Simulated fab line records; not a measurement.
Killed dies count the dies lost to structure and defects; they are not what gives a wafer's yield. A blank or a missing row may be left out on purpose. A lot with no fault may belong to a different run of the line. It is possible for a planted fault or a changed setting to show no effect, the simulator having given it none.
fab line records ; flow n5_finfet
[record] lots = 7; wafers = 39
route steps=1938 shown BEOL_M12@1602 BEOL_M15@1819
start_h: start of the lot's first displayed wafer, in hours after the record's first day ; wait_h: how many hours have passed since the lot's step before this one ; " repeats the value in the row above ; L1.1+2: a single row standing in for several wafers ; - no value present, or no start provided ; * or withheld: withheld ; < > ~ a bound
route shown NAME@n: a module of which the file shows steps, and the number in the route of the first ; usual: mean/standard deviation of fault-free wafers ; same: alike in all rows ; chamber/n: place in a boat ; sites: the reading at each site ; _std_site: how widely they spread, as a standard deviation ; _edge_site: outer sites' mean less inner sites' ; radius_mm: how far each site lies from the wafer's centre ; mask NAME#n: copy n ; behind: the tool/chamber that last shaped the wafer ; hold: reason for holding the lot/hours on hold/outcome of the hold ; device: transistor that didn't switch, given as n, p or np ; end of line: tests run on the same wafers once the route is complete ; for a step that has no rows: nothing shown but its recipe ; killed: count of dies lost to structure and defects at first sort (not the wafer's yield) ; map: per-die view of a wafer (x killed, . not killed, _ where there is no die)
set.NAME: the run value of the setting; set.NAME@STEP: its run value at that earlier step ; model.NAME: the simulator's own value behind a step, which no gauge read
lots whose settings were changed on purpose; a table a step, a row a wafer
[[steps]]
[step N5_BEOL_M12_ILD_DEP_00]
[recipe] material = SiOC; target_thk_a = 6589.2; temp_c = 350; precursor = DEMS/O2; pressure_torr = 5; rf_w = 500; time_s = 130.7
lot.wafer;tool;chamber;start_h;wait_h;set.target_thk_a;model.SiOC_of_BEOL_M12_ILD_DEP_00.thk_nm
L077.1;pecvd-02;2;266.09;0.0;2980;290.6
L077.2;pecvd-02;0;266.09;0.0;6589.2;640
L077.3;pecvd-02;1;266.09;0.0;6589.2;646.6
L077.4;pecvd-02;1;266.09;0.0;2980;297.4
L077.5;pecvd-02;0;266.09;0.0;2980;296.4
L077.6;pecvd-02;2;266.09;0.0;6589.2;660.2
L082.1;pecvd-02;0;303.07;0.0;8815;874.4
L082.2;pecvd-02;1;303.07;0.0;6589.2;658.8
L082.3;pecvd-02;2;303.07;0.0;8815;876.6
L082.4;pecvd-02;1;303.07;0.0;8815;893.6
L082.5;pecvd-02;2;303.07;0.0;6589.2;665.2
L082.6;pecvd-02;0;303.07;0.0;6589.2;665.6
L088.1;pecvd-03;1;332.57;0.0;6589.2;649.8
L088.2;pecvd-03;2;332.57;0.0;8502;831.6
L088.3;pecvd-03;0;332.57;0.0;6589.2;651.4
L088.4;pecvd-03;2;332.57;0.0;6589.2;656.8
L088.5;pecvd-03;1;332.57;0.0;8502;852.2
L088.6;pecvd-03;0;332.57;0.0;8502;858.6
L087.1;pecvd-01;1;340.08;0.0;6589.2;653.8
L087.2;pecvd-01;2;340.08;0.0;4397;439.4
L087.3;pecvd-01;0;340.08;0.0;4397;454.8
L087.4;pecvd-01;2;340.08;0.0;6589.2;669.8
L087.5;pecvd-01;1;340.08;0.0;4397;452.2
L087.6;pecvd-01;0;340.08;0.0;6589.2;671.4
L089.1;pecvd-03;1;343.51;0.0;6589.2;648.8
L089.2;pecvd-03;0;343.51;0.0;6589.2;658.8
L089.4;pecvd-03;0;343.51;0.0;6589.2;662.2
L090.1;pecvd-01;0;349.01;0.0;6589.2;657.4
L090.2;pecvd-01;1;349.01;0.0;6589.2;657.6
L090.3;pecvd-01;2;349.01;0.0;6589.2;649.2
L090.4;pecvd-01;1;349.01;0.0;6589.2;663.4
L090.5;pecvd-01;0;349.01;0.0;6589.2;667.2
L090.6;pecvd-01;2;349.01;0.0;6589.2;664.6
L092.1;pecvd-02;2;370.68;0.0;6589.2;663.8
L092.2;pecvd-02;0;370.68;0.0;6589.2;654
L092.3;pecvd-02;1;370.68;0.0;6589.2;664.8
L092.4;pecvd-02;2;370.68;0.0;6589.2;667
L092.5;pecvd-02;1;370.68;0.0;6589.2;684.2
L092.6;pecvd-02;0;370.68;0.0;6589.2;669.2
[step N5_BEOL_M12_THK_MEAS_01]
[recipe] reads = SiOC_of_BEOL_M12_ILD_DEP_00
[usual] M12_ILD_THK = 660/7.8
lot.wafer;tool;chamber;start_h;wait_h;set.target_thk_a@BEOL_M12_ILD_DEP_00;M12_ILD_THK[nm]
L077.1;film_metro-02;-;266.22;0.1;2980;291
L077.2;film_metro-02;-;266.22;0.1;6589.2;640
L077.3;film_metro-02;-;266.22;0.1;6589.2;646
L077.4;film_metro-02;-;266.22;0.1;2980;297
L077.5;film_metro-02;-;266.22;0.1;2980;296
L077.6;film_metro-02;-;266.22;0.1;6589.2;660
L082.1;film_metro-01;-;303.20;0.1;8815;875
L082.2;film_metro-01;-;303.20;0.1;6589.2;659
L082.3;film_metro-01;-;303.20;0.1;8815;876
L082.4;film_metro-01;-;303.20;0.1;8815;895
L082.5;film_metro-01;-;303.20;0.1;6589.2;665
L082.6;film_metro-01;-;303.20;0.1;6589.2;666
L088.1;film_metro-01;-;332.70;0.1;6589.2;650
L088.2;film_metro-01;-;332.70;0.1;8502;832
L088.3;film_metro-01;-;332.70;0.1;6589.2;651
L088.4;film_metro-01;-;332.70;0.1;6589.2;657
L088.5;film_metro-01;-;332.70;0.1;8502;852
L088.6;film_metro-01;-;332.70;0.1;8502;858
L087.1;film_metro-02;-;340.21;0.1;6589.2;653
L087.2;film_metro-02;-;340.21;0.1;4397;439
L087.3;film_metro-02;-;340.21;0.1;4397;454
L087.4;film_metro-02;-;340.21;0.1;6589.2;670
L087.5;film_metro-02;-;340.21;0.1;4397;452
L087.6;film_metro-02;-;340.21;0.1;6589.2;671
L089.1;film_metro-01;-;343.65;0.1;6589.2;649
L089.2;film_metro-01;-;343.65;0.1;6589.2;659
L089.4;film_metro-01;-;343.65;0.1;6589.2;662
L090.1;film_metro-01;-;349.15;0.1;6589.2;658
L090.2;film_metro-01;-;349.15;0.1;6589.2;657
L090.3;film_metro-01;-;349.15;0.1;6589.2;648
L090.4;film_metro-01;-;349.15;0.1;6589.2;663
L090.5;film_metro-01;-;349.15;0.1;6589.2;667
L090.6;film_metro-01;-;349.15;0.1;6589.2;665
L092.1;film_metro-02;-;370.82;0.1;6589.2;664
L092.2;film_metro-02;-;370.82;0.1;6589.2;654
L092.3;film_metro-02;-;370.82;0.1;6589.2;665
L092.4;film_metro-02;-;370.82;0.1;6589.2;667
L092.5;film_metro-02;-;370.82;0.1;6589.2;684
L092.6;film_metro-02;-;370.82;0.1;6589.2;669
[step N5_BEOL_M12_COAT_58]
[recipe] resist = BARC; temp_c = 205; time_s = 60; spin_rpm = 1500; resist_thk_nm = 89
[step N5_BEOL_M12_COAT_04]
[recipe] spin_rpm = 1625; resist_thk_nm = 400
[step N5_BEOL_M12_DESCUM_15]
[recipe] chemistry = O2; time_s = 7.9; source_power_w = 50; bias_power_w = 20; pressure_mtorr = 20; rf_frequency_hz = 2.712e+07; temp_c = 40; o2_flow_sccm = 225
[step N5_BEOL_M12_ETCH_59]
[recipe] chemistry = N2/H2; target = BARC; target_depth_a = 890; overetch_a = 267; time_s = 67.9; ion_energy_ev = 200; pressure_mtorr = 30; source_w = 840; bias_w = 150; n2_flow_sccm = 200; h2_flow_sccm = 200
[step N5_BEOL_M12_VIA_ETCH_16]
[recipe] chemistry = C4F8/O2/Ar; target = SiOC; pressure_mtorr = 30; source_w = 3000; bias_w = 700; Ar_flow_sccm = 400; C4F8_flow_sccm = 15; O2_flow_sccm = 8; he_inner_torr = 15; he_outer_torr = 30; target_depth_a = 7248; time_s = withheld; ion_energy_ev = 250; ends = cleared
lot.wafer;tool;chamber;start_h;wait_h;set.target_thk_a@BEOL_M12_ILD_DEP_00;model.etch.depth_nm;model.coat_of_BEOL_M12_COAT_04.thk_nm
L077.1;rie_diel-05;0;266.83;0.0;2980;290.6;233.6
L077.2;rie_diel-05;2;266.83;0.0;6589.2;640;128
L077.3;rie_diel-05;3;266.83;0.0;6589.2;646.7;127.4
L077.4;rie_diel-05;1;266.83;0.0;2980;297.3;232.2
L077.5;rie_diel-05;3;266.83;0.0;2980;296.4;229.4
L077.6;rie_diel-05;0;266.83;0.0;6589.2;660.2;125
L082.1;rie_diel-06;2;303.69;0.0;8815;874.4;62.2
L082.2;rie_diel-06;0;303.69;0.0;6589.2;658.9;125.4
L082.3;rie_diel-06;1;303.69;0.0;8815;876.7;58.8
L082.4;rie_diel-06;3;303.69;0.0;8815;893.7;56.8
L082.5;rie_diel-06;0;303.69;0.0;6589.2;665.1;123.6
L082.6;rie_diel-06;3;303.69;0.0;6589.2;665.6;124
L088.1;rie_diel-03;1;333.30;0.0;6589.2;649.9;123.8
L088.2;rie_diel-03;0;333.30;0.0;8502;831.6;67
L088.3;rie_diel-03;2;333.30;0.0;6589.2;651.5;125
L088.4;rie_diel-03;3;333.30;0.0;6589.2;656.7;123
L088.5;rie_diel-03;1;333.30;0.0;8502;852.3;62.6
L088.6;rie_diel-03;0;333.30;0.0;8502;858.5;61
L087.1;rie_diel-05;2;340.69;0.0;6589.2;653.7;124.4
L087.2;rie_diel-05;3;340.69;0.0;4397;439.5;189.2
L087.3;rie_diel-05;0;340.69;0.0;4397;454.8;184.8
L087.4;rie_diel-05;2;340.69;0.0;6589.2;669.7;119.4
L087.5;rie_diel-05;0;340.69;0.0;4397;452.2;184.8
L087.6;rie_diel-05;3;340.69;0.0;6589.2;671.4;120.2
L089.1;rie_diel-05;0;344.57;0.0;6589.2;648.7;126.4
L089.2;rie_diel-05;2;344.57;0.0;6589.2;658.9;124.4
L089.4;rie_diel-05;0;344.57;0.0;6589.2;662.2;122
L090.1;rie_diel-03;0;349.89;0.0;6589.2;657.4;120.4
L090.2;rie_diel-03;2;349.89;0.0;6589.2;657.6;123.2
L090.3;rie_diel-03;1;349.89;0.0;6589.2;649.2;123.4
L090.4;rie_diel-03;3;349.89;0.0;6589.2;663.3;120.2
L090.5;rie_diel-03;1;349.89;0.0;6589.2;667.2;118.8
L090.6;rie_diel-03;2;349.89;0.0;6589.2;664.5;122.8
L092.1;rie_diel-03;2;371.29;0.0;6589.2;663.8;124
L092.2;rie_diel-03;1;371.29;0.0;6589.2;654;126
L092.3;rie_diel-03;0;371.29;0.0;6589.2;664.8;120.6
L092.4;rie_diel-03;3;371.29;0.0;6589.2;667;122.4
L092.5;rie_diel-03;2;371.29;0.0;6589.2;684.2;118
L092.6;rie_diel-03;1;371.29;0.0;6589.2;669.1;122.6
[step N5_BEOL_M12_STRIP_63]
[recipe] chemistry = N2/H2; power_w = 1000; temp_c = 250; h2_frac = 0.65; overash_fraction = 0.3; pressure_mtorr = 1000; n2_flow_sccm = 1750; h2_flow_sccm = 3250
[usual] oes_product_au = 0.692/0.0043; strip_time_to_endpoint_s = 42.3/0.72
lot.wafer;tool;chamber;start_h;wait_h;set.target_thk_a@BEOL_M12_ILD_DEP_00;oes_product_au;strip_time_to_endpoint_s
L077.1;plasma_asher-01;1;267.03;-;2980;0.865;71.2
L077.2;plasma_asher-01;0;267.03;-;6589.2;0.697;43.8
L077.3;plasma_asher-01;1;267.03;-;6589.2;0.691;43.7
L077.4;plasma_asher-01;0;267.03;-;2980;0.857;70.8
L077.5;plasma_asher-01;0;267.03;-;2980;0.849;70.1
L077.6;plasma_asher-01;1;267.03;-;6589.2;0.694;43.0
L082.1;plasma_asher-02;0;303.89;-;8815;0.672;25.3
L082.2;plasma_asher-02;1;303.89;-;6589.2;0.699;43.1
L082.3;plasma_asher-02;1;303.89;-;8815;0.667;24.3
L082.4;plasma_asher-02;0;303.89;-;8815;0.673;23.7
L082.5;plasma_asher-02;1;303.89;-;6589.2;0.695;42.7
L082.6;plasma_asher-02;0;303.89;-;6589.2;0.687;42.8
L088.1;plasma_asher-02;0;333.63;-;6589.2;0.688;42.7
L088.2;plasma_asher-02;1;333.63;-;8502;0.674;26.8
L088.3;plasma_asher-02;0;333.63;-;6589.2;0.694;43.0
L088.4;plasma_asher-02;1;333.63;-;6589.2;0.691;42.5
L088.5;plasma_asher-02;1;333.63;-;8502;0.671;25.5
L088.6;plasma_asher-02;0;333.63;-;8502;0.677;25.0
L087.1;plasma_asher-02;1;340.89;-;6589.2;0.692;42.8
L087.2;plasma_asher-02;0;340.89;-;4397;0.746;59.8
L087.3;plasma_asher-02;0;340.89;-;4397;0.736;58.7
L087.4;plasma_asher-02;1;340.89;-;6589.2;0.686;41.5
L087.5;plasma_asher-02;1;340.89;-;4397;0.745;58.7
L087.6;plasma_asher-02;0;340.89;-;6589.2;0.688;41.7
L089.1;plasma_asher-01;1;344.77;-;6589.2;0.693;43.4
L089.2;plasma_asher-01;0;344.77;-;6589.2;0.694;42.9
L089.4;plasma_asher-01;0;344.77;-;6589.2;0.686;42.2
L090.1;plasma_asher-01;1;350.09;-;6589.2;0.688;41.8
L090.2;plasma_asher-01;0;350.09;-;6589.2;0.703;42.5
L090.3;plasma_asher-01;0;350.09;-;6589.2;0.691;42.6
L090.4;plasma_asher-01;1;350.09;-;6589.2;0.699;41.7
L090.5;plasma_asher-01;1;350.09;-;6589.2;0.695;41.3
L090.6;plasma_asher-01;0;350.09;-;6589.2;0.692;42.4
L092.1;plasma_asher-01;0;371.49;-;6589.2;0.688;42.8
L092.2;plasma_asher-01;1;371.49;-;6589.2;0.691;43.3
L092.3;plasma_asher-01;1;371.49;-;6589.2;0.692;41.9
L092.4;plasma_asher-01;0;371.49;-;6589.2;0.691;42.3
L092.5;plasma_asher-01;1;371.49;-;6589.2;0.702;41.1
L092.6;plasma_asher-01;0;371.49;-;6589.2;0.698;42.3
[step N5_BEOL_M12_DEP_53]
[recipe] material = SiCN; target_thk_a = 300; temp_c = withheld; precursor = 3MS/NH3; pressure_torr = 3; rf_w = 675; time_s = 10.5
lot.wafer;tool;chamber;start_h;wait_h;set.target_thk_a;model.SiCN_of_BEOL_M12_DEP_53.thk_nm
L077.1+2;pecvd-02;2,1;272.31;0.0;403.1;40.2
L077.3;pecvd-02;0;272.31;0.0;300;30.2
L077.4;pecvd-02;1;272.31;0.0;403.1;40.6
L077.5+6;pecvd-02;2,0;272.31;0.0;300;30.6
L082.1;pecvd-02;0;311.48;0.0;300;30
L082.2+3;pecvd-02;1,2;311.48;0.0;300;29.8
L082.4+6;pecvd-02;1,0;311.48;0.0;300;30.4
L082.5;pecvd-02;2;311.48;0.0;300;30.6
L088.1;pecvd-03;1;336.54;0.0;300;29.4
L088.2+6;pecvd-03;2,0;336.54;0.0;357.4;35.4
L088.3;pecvd-03;0;336.54;0.0;357.4;35.2
L088.4;pecvd-03;2;336.54;0.0;300;29.6
L088.5;pecvd-03;1;336.54;0.0;300;30.2
L087.1;pecvd-02;1;344.04;0.0;300;29.6
L087.2+3+5+6;pecvd-02;2,0,1,2;344.04;0.0;300;29.8
L087.4;pecvd-02;0;344.04;0.0;300;30
L089.1;pecvd-03;2;347.88;0.0;300;29.6
L089.2;pecvd-03;1;347.88;0.0;300;30
L089.4;pecvd-03;1;347.88;0.0;300;30.4
L090.1;pecvd-01;0;354.40;0.0;459.6;45.6
L090.2+3;pecvd-01;1,2;354.40;0.0;459.6;45.4
L090.4+6;pecvd-01;1,0;354.40;0.0;300;30
L090.5;pecvd-01;2;354.40;0.0;300;30.4
L092.1+2;pecvd-02;0,2;374.88;0.0;300;29.6
L092.3;pecvd-02;1;374.88;0.0;300;29.4
L092.4+5;pecvd-02;2,1;374.88;0.0;300;30.2
L092.6;pecvd-02;0;374.88;0.0;300;30
[step N5_BEOL_M15_SPUTTER_43]
[recipe] material = TaN; target_thk_a = 150; temp_c = 50; bias_v = 168.6; power_w = 15000; chamber_pressure_pa = 0.12; time_s = 24.19
lot.wafer;tool;chamber;start_h;wait_h;set.time_s;model.TaN_of_BEOL_M15_SPUTTER_43.thk_nm
L077.1;pvd_sputter-02;-;286.45;0.0;24.19;14.8
L077.2+5;pvd_sputter-02;-;286.45;0.0;36.17;22.4
L077.3+4;pvd_sputter-02;-;286.45;0.0;24.19;15
L077.6;pvd_sputter-02;-;286.45;0.0;36.17;22.2
L082.1+6;pvd_sputter-03;-;327.07;0.0;32.69;20
L082.2;pvd_sputter-03;-;327.07;0.0;32.69;19.8
L082.3+5;pvd_sputter-03;-;327.07;0.0;24.19;14.8
L082.4;pvd_sputter-03;-;327.07;0.0;24.19;14.6
L088.1+4+5;pvd_sputter-03;-;355.63;0.0;24.19;15
L088.2+3+6;pvd_sputter-03;-;355.63;0.0;24.19;14.8
L087.1+4;pvd_sputter-01;-;359.30;0.0;24.19;15
L087.2;pvd_sputter-01;-;359.30;0.0;24.19;14.8
L087.3;pvd_sputter-01;-;359.30;0.0;31.34;19.2
L087.5+6;pvd_sputter-01;-;359.30;0.0;31.34;19.4
L089.1+2+4;pvd_sputter-01;-;364.13;0.0;24.19;14.8
L090.1+3+5;pvd_sputter-03;-;369.34;0.0;24.19;14.8
L090.2+4+6;pvd_sputter-03;-;369.34;0.0;24.19;15
L092.1+6;pvd_sputter-03;-;393.96;0.0;24.19;15
L092.2+3+4;pvd_sputter-03;-;393.96;0.0;17.6;11
L092.5;pvd_sputter-03;-;393.96;0.0;24.19;14.8
[step N5_BEOL_M15_SPUTTER_44]
[recipe] material = Ta; target_thk_a = 150; temp_c = 50; bias_v = 80; power_w = 15000; chamber_pressure_pa = 0.07; time_s = 24.19
[step N5_BEOL_M15_SPUTTER_45]
[recipe] material = Cu; target_thk_a = 1000; temp_c = -20; bias_v = 60; power_w = 26000; chamber_pressure_pa = 0.13; time_s = 16.67
[step N5_BEOL_M15_ECD_47]
[recipe] material = Cu; target_thk_a = 18600
[step N5_BEOL_M15_ANNEAL_48]
[recipe] temp_c = 225; time_s = 90; ambient = N2
[step N5_BEOL_M15_CMP_49]
[recipe] stop_on = SiO2; t_overpolish_s = 4.9; down_force_psi = 2; platen_rpm = 80; clearing_platen_down_force_psi = 2; clearing_platen_rpm = 80; post_cmp_clean = cu_alkaline; target_thk_nm = 850; clearing_platen_pad_velocity_m_s = 1.5917; pad_velocity_m_s = 1.5917
[usual] barrier_field_endpoint_s = 11.30/0.27
lot.wafer;tool;chamber;start_h;wait_h;set.time_s@BEOL_M15_SPUTTER_43;barrier_field_endpoint_s
L077.1;cmp-01;3;287.32;0.3;24.19;11.14
L077.4;cmp-01;0;287.32;0.3;24.19;11.37
L077.2;cmp-01;1;287.32;0.3;36.17;14.33
L077.3;cmp-01;2;287.32;0.3;24.19;11.31
L077.5;cmp-01;3;287.32;0.3;36.17;14.05
L077.6;cmp-01;0;287.32;0.3;36.17;14.27
L082.3;cmp-01;2;327.90;0.2;24.19;11.33
L082.2;cmp-01;3;327.90;0.2;32.69;13.34
L082.1;cmp-01;0;327.90;0.2;32.69;13.58
L082.4;cmp-01;1;327.90;0.2;24.19;11.27
L082.5;cmp-01;2;327.90;0.2;24.19;11.48
L082.6;cmp-01;3;327.90;0.2;32.69;13.43
L088.3;cmp-01;3;356.46;0.2;24.19;11.47
L088.4;cmp-01;0;356.46;0.2;24.19;11.27
L088.1;cmp-01;1;356.46;0.2;24.19;11.53
L088.2;cmp-01;2;356.46;0.2;24.19;11.23
L088.6;cmp-01;3;356.46;0.2;24.19;11.22
L088.5;cmp-01;0;356.46;0.2;24.19;11.53
L087.2;cmp-02;0;360.36;0.2;24.19;10.97
L087.3;cmp-02;1;360.36;0.2;31.34;12.85
L087.4;cmp-02;2;360.36;0.2;24.19;11.22
L087.1;cmp-02;3;360.36;0.2;24.19;11.57
L087.6;cmp-02;0;360.36;0.2;31.34;12.88
L087.5;cmp-02;1;360.36;0.2;31.34;12.58
L089.4;cmp-02;1;365.15;0.2;24.19;11.11
L089.1;cmp-02;2;365.15;0.2;24.19;11.34
L089.2;cmp-02;3;365.15;0.2;24.19;11.42
L090.2;cmp-01;0;370.43;0.2;24.19;10.96
L090.3;cmp-01;1;370.43;0.2;24.19;11.40
L090.1;cmp-01;2;370.43;0.2;24.19;11.45
L090.4;cmp-01;3;370.43;0.2;24.19;11.26
L090.5;cmp-01;0;370.43;0.2;24.19;11.33
L090.6;cmp-01;1;370.43;0.2;24.19;11.49
L092.1;cmp-03;0;394.78;0.3;24.19;10.96
L092.4;cmp-03;1;394.78;0.3;17.6;9.63
L092.2;cmp-03;2;394.78;0.3;17.6;9.67
L092.3;cmp-03;3;394.78;0.3;17.6;9.60
L092.5;cmp-03;0;394.78;0.3;24.19;11.45
L092.6;cmp-03;1;394.78;0.3;24.19;11.50
[[key]]
[split] step = N5_BEOL_M12_ILD_DEP_00; setting = target_thk_a; stated = 6589.2; by = wafer
[response] step = N5_BEOL_M12_ILD_DEP_00; reading = model.SiOC_of_BEOL_M12_ILD_DEP_00.thk_nm; change = +6.5; per = 1%; r = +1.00
[response] step = N5_BEOL_M12_THK_MEAS_01; reading = M12_ILD_THK; change = +6.5; per = 1%; r = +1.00
[response] step = N5_BEOL_M12_VIA_ETCH_16; reading = model.etch.depth_nm; change = +6.51; per = 1%; r = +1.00
[response] step = N5_BEOL_M12_VIA_ETCH_16; reading = model.coat_of_BEOL_M12_COAT_04.thk_nm; change = -1.95; per = 1%; r = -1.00
[response] step = N5_BEOL_M12_STRIP_63; reading = oes_product_au; change = -0.00197; per = 1%; r = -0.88
[response] step = N5_BEOL_M12_STRIP_63; reading = strip_time_to_endpoint_s; change = *; per = 1%; r = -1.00
[split] step = N5_BEOL_M12_DEP_53; setting = target_thk_a; stated = 300; by = wafer
[response] step = N5_BEOL_M12_DEP_53; reading = model.SiCN_of_BEOL_M12_DEP_53.thk_nm; change = +0.288; per = 1%; r = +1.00
[split] step = N5_BEOL_M15_SPUTTER_43; setting = time_s; stated = 24.19; by = wafer
[response] step = N5_BEOL_M15_SPUTTER_43; reading = model.TaN_of_BEOL_M15_SPUTTER_43.thk_nm; change = +0.148; per = 1%; r = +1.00
[response] step = N5_BEOL_M15_CMP_49; reading = barrier_field_endpoint_s; change = +0.0584; per = 1%; r = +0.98
